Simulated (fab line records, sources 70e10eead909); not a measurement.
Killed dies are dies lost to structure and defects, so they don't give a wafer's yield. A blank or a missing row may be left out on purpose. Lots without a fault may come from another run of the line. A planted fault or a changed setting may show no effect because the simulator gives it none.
A struck lot beside a sound one | flow nand_harc | 15 steps out of a route of 1302
Sound: wafers L253.2, L253.3, L253.6. Struck: wafer L260.3. (L260.4, L260.5 of the same lot were not struck and are left out.) The cause comes at the end.
At each step with rows: each side's tool, then ch and its chambers, then its first start. Under that, the readings that differ: sound wafers | struck wafers | difference of the means | sigmas: that difference in standard deviations of wafers without a fault.
alike: readings whose means differ by less than 2 such deviations, and words and numbers that are the same on both sides. not compared: withheld readings, readings that some wafer has no value for, bounds like >300 that may hide the same value, and numbers for which the record gives no deviation and whose values overlap.
The two part at a step that has a row with sigmas, a row that says differs or no value, or rows on one side only. Numbers that don't overlap but have no deviation are shown without sigmas and don't part them. A reading that every wafer of one side lacks parts them only if that side has two wafers or more.

NHARC_A_SGD_CUT_THK_MEAS_22: measures by ellipsometry.
  sound on film_metro-01, day 20 17:33; struck on film_metro-02, day 23 19:41
  alike: thk_nm
then, 2 steps without rows for these wafers: NHARC_A_SGD_CUT_SRD_23; NHARC_A_SGD_CUT_ETCH_26 (etches SiO2 in dHF, target depth 45.8 nm).
NHARC_A_SGD_CUT_ETCHBACK_24: etches the open film in CH3F/O2, target depth 50 nm, time 92.857 s.
  sound on rie_diel-02 ch 0,2,3, day 20 17:53; struck on rie_diel-02 ch 1, day 23 19:55
  reading                         | sound          | struck | difference | sigmas
  showerhead_plenum_p_Torr (Torr) | 2.58 2.56 2.39 | 2.31   | -0.20      | -2
  alike: drypump_motor_current_A, oes_product_au, rf_vpp_V, throttle_valve_pct
  not compared: rf_hours_counter_h
NHARC_A_SGD_CUT_STRIP_28: strips in O2, time 20 s.
  sound on rie_diel-02 ch 0,1,3; struck on rie_diel-02 ch 2
  alike: drypump_motor_current_A, oes_product_au, rf_vpp_V, showerhead_plenum_p_Torr, throttle_valve_pct
  not compared: rf_hours_counter_h
NHARC_A_SGD_CUT_INSPECT_25:
  sound on defect_inspect-01, day 20 18:16; struck on defect_inspect-01, day 23 20:09
  reading          | sound       | struck | difference | sigmas
  raw_defect_count | 559 461 385 | 321    | -147       | -2
NHARC_A_SLIT_DEP_25: deposits SiO2, target thk 200 nm.
  sound on pecvd-01 ch 0,2, day 20 18:20; struck on pecvd-01 ch 2, day 23 20:15
  alike: heater_power_w, throttle_valve_pct
NHARC_A_SLIT_DEP_00: deposits aC, target thk 6200 nm.
  sound on acl_dep-02 ch 0, day 20 19:18; struck on acl_dep-03 ch 0, day 23 22:14
  alike: throttle_valve_pct
NHARC_A_SLIT_DEP_23: deposits SiON, target thk 100 nm.
  sound on pecvd-01 ch 0,1, day 20 22:31; struck on pecvd-01 ch 1, day 24 00:45
  alike: heater_power_w
then, 3 steps without rows for these wafers: NHARC_A_SLIT_DEHYDRATE_01 (time 120 s); NHARC_A_SLIT_HMDS_02 (time 30 s); NHARC_A_SLIT_COAT_03 (resist thk 90 nm).
NHARC_A_SLIT_SOFTBAKE_04: time 55 s.
  sound on litho_track-04 ch 0, day 20 22:00; struck on litho_track-01 ch 0, day 24 01:00
  reading                  | sound                | struck | difference | sigmas
  heater_power_total_W (W) | 188.36 188.34 188.33 | 207.87 | +19.53     | +99 or more
then, 1 step without rows for these wafers: NHARC_A_SLIT_EBR_05.
-- the record jumps here: 5 days lie between the struck wafers' starts before and after (it left off in module A_SLIT and takes up again in module END, whose first step shown is number 1302 of the route) --
NHARC_END_SORT_01:
  the record has rows for the struck wafers here (prober-02 ch 0, day 29 04:41) and none for the sound ones

WHERE THEY PART
First at NHARC_A_SGD_CUT_ETCHBACK_24; last, within this record, at NHARC_END_SORT_01.

WHY: what the simulator had put in
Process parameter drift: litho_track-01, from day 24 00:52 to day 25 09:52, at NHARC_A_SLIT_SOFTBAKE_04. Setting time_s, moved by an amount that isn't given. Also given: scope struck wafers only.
